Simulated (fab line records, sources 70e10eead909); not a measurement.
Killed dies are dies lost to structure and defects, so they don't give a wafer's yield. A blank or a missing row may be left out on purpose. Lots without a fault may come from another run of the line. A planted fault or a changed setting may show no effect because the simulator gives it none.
Which tool did it? | flow nand_harc | 13 lots, 39 wafers sampled, at 6 steps of a route of 1302

WHAT THE GAUGES READ, wafer by wafer
NHARC_A_SOURCE_PLATE_THK_MEAS_09: measures by ellipsometry.
lot  | measured     | on            | thk_nm (nm)
L796 | day 7 03:06  | film_metro-01 | 10.3 11.2 11.2
L797 | day 7 12:31  | film_metro-01 | 10.5 9.6 11.5
L798 | day 8 05:19  | film_metro-02 | 8.7 8.3 9.9
L799 | day 8 05:20  | film_metro-01 | 10.1 9.9 8.4
L800 | day 9 00:25  | film_metro-01 | 9.9 10.2 8.7
L801 | day 9 00:25  | film_metro-02 | 10.1 10.5 9.1
L802 | day 9 10:30  | film_metro-01 | 8.5 9.2 11.7
L803 | day 9 21:50  | film_metro-02 | 9.3 10.7 11.0
L806 | day 11 06:41 | film_metro-01 | 8.6 9.0 8.1
L809 | day 12 11:05 | film_metro-01 | 11.0 9.0 9.8
L814 | day 14 11:12 | film_metro-01 | 9.6 9.7 11.0
L815 | day 15 07:03 | film_metro-01 | 8.9 9.2 8.3
L816 | day 15 11:28 | film_metro-02 | 10.1 9.1 10.6

NHARC_A_ONON_D1_THK_MEAS_02: measures by ellipsometry.
lot  | measured     | on            | thk_nm (nm)
L796 | day 7 16:51  | film_metro-01 | 1011 1012 1011
L797 | day 8 04:54  | film_metro-02 | 1000 1000 998
L798 | day 8 18:28  | film_metro-02 | 984 982 981
L799 | day 8 18:28  | film_metro-01 | 995 992 994
L800 | day 9 13:37  | film_metro-02 | 1004 1004 1005
L801 | day 9 13:37  | film_metro-01 | 998 995 997
L802 | day 9 23:44  | film_metro-01 | 1000 999 1001
L803 | day 10 11:31 | film_metro-02 | 997 997 997
L806 | day 11 20:11 | film_metro-01 | 994 995 995
L809 | day 13 00:16 | film_metro-02 | 1007 1008 1005
L814 | day 15 00:41 | film_metro-01 | 1026 1491 1024
L815 | day 15 20:10 | film_metro-02 | 1477 1011 1480
L816 | day 16 00:59 | film_metro-02 | 1001 999 1466

NHARC_END_SORT_01.
lot  | measured     | on        | killed_at_array | killed_at_other | killed_at_periphery | killed_dies | killed_open | killed_short
L814 | day 31 20:32 | prober-02 | 66 672 69       | 1 2 0           | 6 3 1               | 73 677 70   | 6 2 6       | 2 4 4
L815 | day 32 21:08 | prober-01 | 671 70 671      | 0 1 0           | 6 4 6               | 677 75 677  | 7 1 6       | 4 3 2
L816 | day 32 21:00 | prober-02 | 38 56 675       | 1 0 1           | 3 2 1               | 42 58 677   | 4 2 1       | 3 3 5

WHICH TOOL RAN EACH LOT (tool, then ch and the chambers of the sampled wafers, then the start)
lot  | NHARC_P_BONDPAD_ETCH_12                       | NHARC_P_BONDPAD_PVD_27                  | NHARC_A_ONON_D1_DEP_00
L796 | rie_diel-11 ch 0,2,3, day 7 03:06 or earlier  | pvd_sputter-03, day 7 03:06 or earlier  | pecvd_onon-04 ch 0, day 7 16:31
L797 | rie_diel-04 ch 2,3, day 7 12:31 or earlier    | pvd_sputter-03, day 7 12:31 or earlier  | pecvd_onon-04 ch 0, day 8 04:31
L798 | rie_diel-12 ch 0,2, day 8 05:19 or earlier    | pvd_sputter-02, day 8 05:19 or earlier  | pecvd_onon-01 ch 0, day 8 17:58
L799 | rie_diel-04 ch 1,2,3, day 8 05:20 or earlier  | pvd_sputter-01, day 8 05:20 or earlier  | pecvd_onon-04 ch 0, day 8 18:05
L800 | rie_diel-12 ch 0,2, day 9 00:25 or earlier    | pvd_sputter-02, day 9 00:25 or earlier  | pecvd_onon-01 ch 0, day 9 13:14
L801 | rie_diel-11 ch 1,2,3, day 9 00:25 or earlier  | pvd_sputter-01, day 9 00:25 or earlier  | pecvd_onon-04 ch 0, day 9 13:09
L802 | rie_diel-12 ch 0,1,3, day 9 10:30 or earlier  | pvd_sputter-01, day 9 10:30 or earlier  | pecvd_onon-01 ch 0, day 9 23:14
L803 | rie_diel-11 ch 0,1,3, day 9 21:50 or earlier  | pvd_sputter-02, day 9 21:50 or earlier  | pecvd_onon-01 ch 0, day 10 11:01
L806 | rie_diel-04 ch 0,3, day 11 06:41 or earlier   | pvd_sputter-03, day 11 06:41 or earlier | pecvd_onon-01 ch 0, day 11 19:44
L809 | rie_diel-04 ch 0,1,2, day 12 11:05 or earlier | pvd_sputter-01, day 12 11:05 or earlier | pecvd_onon-01 ch 0, day 12 23:52
L814 | rie_diel-04 ch 0,2, day 14 11:12 or earlier   | pvd_sputter-02, day 14 11:12 or earlier | pecvd_onon-04 ch 0, day 15 00:10
L815 | rie_diel-11 ch 0,1, day 15 07:03 or earlier   | pvd_sputter-01, day 15 07:03 or earlier | pecvd_onon-04 ch 0, day 15 19:49
L816 | rie_diel-12 ch 0,1,2, day 15 11:28 or earlier | pvd_sputter-03, day 15 11:28 or earlier | pecvd_onon-04 ch 0, day 16 00:28
- NHARC_P_BONDPAD_ETCH_12: etches the open film in CHF3/O2, target depth 200 nm, time 100 s.
- NHARC_P_BONDPAD_PVD_27: deposits Cu, target thk 30 nm, time 20.49 s.
- NHARC_A_ONON_D1_DEP_00: target thk 1000 nm.

WHAT THE TOOLS THEMSELVES READ (means of the sampled wafers that have a number; where no wafer has one, the mark that the record gives instead)
NHARC_P_BONDPAD_ETCH_12.
lot  | tool        | chf3_flow_sccm (sccm) | drypump_motor_current_A (A) | oes_product_au (a.u.) | rf_vpp_V (V) | showerhead_plenum_p_Torr (Torr) | throttle_valve_pct (%)
L796 | rie_diel-11 | 49.93                 | 6.1                         | 0.975                 | 372.9        | 2.50                            | 20.571
L797 | rie_diel-04 | 49.97                 | 5.5                         | 0.928                 | 370.4        | 2.37                            | 20.586
L798 | rie_diel-12 | 49.93                 | 5.6                         | 0.924                 | 370.1        | 2.40                            | 20.574
L799 | rie_diel-04 | 50.01                 | 5.8                         | 0.917                 | 369.2        | 2.34                            | 20.578
L800 | rie_diel-12 | 50.16                 | 5.6                         | 0.961                 | 370.0        | 2.40                            | 20.580
L801 | rie_diel-11 | 50.08                 | 5.9                         | 0.929                 | 372.5        | 2.50                            | 20.569
L802 | rie_diel-12 | 50.04                 | 5.3                         | 0.980                 | 370.3        | 2.42                            | 20.575
L803 | rie_diel-11 | 50.06                 | 6.2                         | 0.930                 | 372.6        | 2.47                            | 20.581
L806 | rie_diel-04 | 49.91                 | 5.5                         | 0.937                 | 371.6        | 2.42                            | 20.568
L809 | rie_diel-04 | 49.95                 | 5.9                         | 0.915                 | 369.0        | 2.33                            | 20.574
L814 | rie_diel-04 | 49.99                 | 5.8                         | 0.928                 | 369.4        | 2.36                            | 20.579
L815 | rie_diel-11 | 50.16                 | 6.2                         | 0.942                 | 372.6        | 2.49                            | 20.571
L816 | rie_diel-12 | 50.06                 | 5.5                         | 0.968                 | 371.5        | 2.42                            | 20.575

NHARC_P_BONDPAD_PVD_27.
lot  | tool           | throttle_valve_pct (%)
L796 | pvd_sputter-03 | 29.8
L797 | pvd_sputter-03 | 29.6
L798 | pvd_sputter-02 | 28.7
L799 | pvd_sputter-01 | 30.7
L800 | pvd_sputter-02 | 28.9
L801 | pvd_sputter-01 | 30.0
L802 | pvd_sputter-01 | 30.7
L803 | pvd_sputter-02 | 29.6
L806 | pvd_sputter-03 | 29.8
L809 | pvd_sputter-01 | 30.4
L814 | pvd_sputter-02 | 28.4
L815 | pvd_sputter-01 | 30.1
L816 | pvd_sputter-03 | 28.9

THE ANSWER, worked out from the rows above alone
Rule: what is usual is taken from the lots themselves. Put in order of their means at a reading, lots are off if they are a third of the lots or fewer, leave a main group of 4 or more, and stand apart from it by a gap of 3 or more times the standard deviation of the main group's means; of several such gaps the widest counts. A main group whose means are all the same, to the digits that the tables above print for the reading, isn't used. A lot without any number at a reading at which 4 lots or more have one is off too. The other lots that the step has rows for count as sound. The gauges are gone through in route order, then the tools' own readings, and for those a lot's mean is taken as printed above. The first step at which some lot is off is used, and at that step the reading that is off furthest; a lot without a number counts as furthest.
Off: L814, L815, L816, at NHARC_A_ONON_D1_THK_MEAS_02 (thk_nm). The main group: mean 999 nm, standard deviation 7.6.
A tool fits if, at a process step before that reading, it ran every lot that is off, and no sound lot after the first of them. The gauges at NHARC_A_ONON_D1_THK_MEAS_02 are tried like those tools. NHARC_P_BONDPAD_ETCH_12 gives no start for some lots, so the hours and the order of its lots are those of NHARC_A_SOURCE_PLATE_THK_MEAS_09. NHARC_P_BONDPAD_PVD_27 gives no start for some lots, so the hours and the order of its lots are those of NHARC_A_SOURCE_PLATE_THK_MEAS_09. One fits: pecvd_onon-04 at NHARC_A_ONON_D1_DEP_00. Its last sound lot is L801 (day 9 13:09), its first lot that is off L814 (day 15 00:10): a fault that began between those two fits.

WHAT THE SIMULATOR HAD PUT IN
Process parameter drift: pecvd_onon-04, from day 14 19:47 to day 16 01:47, at NHARC_A_ONON_D1_DEP_00. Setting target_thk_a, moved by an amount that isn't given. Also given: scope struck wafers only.
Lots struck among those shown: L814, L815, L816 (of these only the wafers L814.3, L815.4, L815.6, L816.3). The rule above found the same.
